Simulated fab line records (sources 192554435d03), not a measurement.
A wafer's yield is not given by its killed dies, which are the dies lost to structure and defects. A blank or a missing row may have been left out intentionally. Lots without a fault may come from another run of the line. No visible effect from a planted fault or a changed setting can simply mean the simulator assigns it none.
Split-lot experiment + flow n5_finfet + on a route of 1938 steps: 7 lots, 21 wafers read

SPLIT DETAILS
At N5_BEOL_M7_ETCH_61 (etches SiARC in CF4, target depth 45.5 nm, time 75.8 s), the setting source_w was moved away from the recipe's 545 W on 8 of the 21 wafers read, by -16.1% to +15.7%. The other wafers ran this setting at the recipe's value.

Reading taken at the split's own step.

THE READING
rf_vpp_V, in V, at N5_BEOL_M7_ETCH_61 (etches SiARC in CF4, target depth 45.5 nm, time 75.8 s). Fault-free wafers of this fab line usually give 183.9 V, standard deviation 1.2 V.

| wafer  | tool, chamber at the split | source_w as run, W | against the recipe | rf_vpp_V, V | against lot-mates on the recipe |
|--------|----------------------------|--------------------|--------------------|-------------|---------------------------------|
| L076.1 | rie_diel-04, 2             | 624.3              | +14.6%             | 174.8       | -9.5                            |
| L076.2 | rie_diel-04, 0             | 545                | recipe             | 184.0       | -                               |
| L076.4 | rie_diel-04, 3             | 545                | recipe             | 184.6       | -                               |
| L079.2 | rie_diel-04, 2             | 468.1              | -14.1%             | 192.7       | +9.3                            |
| L079.5 | rie_diel-04, 2             | 468.1              | -14.1%             | 192.2       | +8.8                            |
| L079.6 | rie_diel-04, 1             | 545                | recipe             | 183.4       | -                               |
| L080.1 | rie_diel-05, 1             | 545                | recipe             | 182.4       | -                               |
| L080.4 | rie_diel-05, 3             | 630.3              | +15.7%             | 175.3       | -7.1                            |
| L080.6 | rie_diel-05, 3             | 630.3              | +15.7%             | 176.5       | -5.9                            |
| L092.4 | rie_diel-03, 1             | 457.3              | -16.1%             | 195.4       | +12.1                           |
| L092.5 | rie_diel-03, 3             | 457.3              | -16.1%             | 196.6       | +13.3                           |
| L092.6 | rie_diel-03, 0             | 545                | recipe             | 183.3       | -                               |
| L093.2 | rie_diel-04, 0             | 545                | recipe             | 183.9       | -                               |
| L093.3 | rie_diel-04, 3             | 545                | recipe             | 185.8       | -                               |
| L093.4 | rie_diel-04, 3             | 545                | recipe             | 184.8       | -                               |
| L094.4 | rie_diel-03, 2             | 545                | recipe             | 185.4       | -                               |
| L094.5 | rie_diel-03, 0             | 545                | recipe             | 183.9       | -                               |
| L094.6 | rie_diel-03, 1             | 545                | recipe             | 183.8       | -                               |
| L096.1 | rie_diel-04, 0             | 619.7              | +13.7%             | 175.3       | -9.1                            |
| L096.2 | rie_diel-04, 1             | 545                | recipe             | 185.0       | -                               |
| L096.4 | rie_diel-04, 2             | 545                | recipe             | 183.8       | -                               |

THE FIT
A straight line over all 21 wafers: rf_vpp_V changes by -0.626 V for each +1% of source_w; r = -0.98; the points scatter about the line by 1.1 V.
The same after taking each lot's own level away (the mean of its wafers on the recipe; 21 wafers): -0.626 V for each +1%; r = -0.98; scatter 1.4 V.
That fit puts the effect of the largest move of source_w on the reading at 10 V.
From 182.40 to 184.83 V: that is the span of the lots' own levels, equal to 2.0 times the standard deviation above.
The two slopes are in agreement: the lot-to-lot level therefore moves the slope only a little.
Check: +10.3 V against its lot-mates is what the line predicts for one of the wafers moved furthest among these (-16.1%) when that wafer is left out of the fit. It came out at +12.1 V against them.
Tool readings at the split's step, against how far the setting was moved: etch_rf_on_time_s r = -0.97; rf_vpp_V r = -0.98.

THESE WAFERS: OTHER SPLITS
Note: prior to the reading, these wafers also went through further splits. Each is held against what the fit with the lots' levels taken away leaves over:
| other split on the same wafers | wafers away from the commonest value | r with rf_vpp_V (lot level and that fit taken away) |
|--------------------------------|--------------------------------------|-----------------------------------------------------|
| N5_BEOL_M4_COAT_22 spin_rpm    | 9                                    | -0.21                                               |
| N5_BEOL_M4_DESCUM_33 time_s    | 3                                    | +0.21                                               |
| N5_BEOL_M5_COAT_71 spin_rpm    | 5                                    | -0.51                                               |
| N5_BEOL_M5_COAT_05 spin_rpm    | 12                                   | -0.23                                               |

THE WHOLE CHAIN: every reading that the file lists as answering this split, in the file's order
| step               | what it does                                           | reading           | change (the file's fit)              | r (the file's) |
|--------------------|--------------------------------------------------------|-------------------|--------------------------------------|----------------|
| N5_BEOL_M7_ETCH_61 | etches SiARC in CF4, target depth 45.5 nm, time 75.8 s | etch_rf_on_time_s | withheld for each +1% of the setting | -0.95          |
| N5_BEOL_M7_ETCH_61 | etches SiARC in CF4, target depth 45.5 nm, time 75.8 s | rf_vpp_V          | -0.632 V for each +1% of the setting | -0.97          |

FILE'S OWN FIT
rf_vpp_V changes by -0.632 V for each +1% of source_w, r = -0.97.
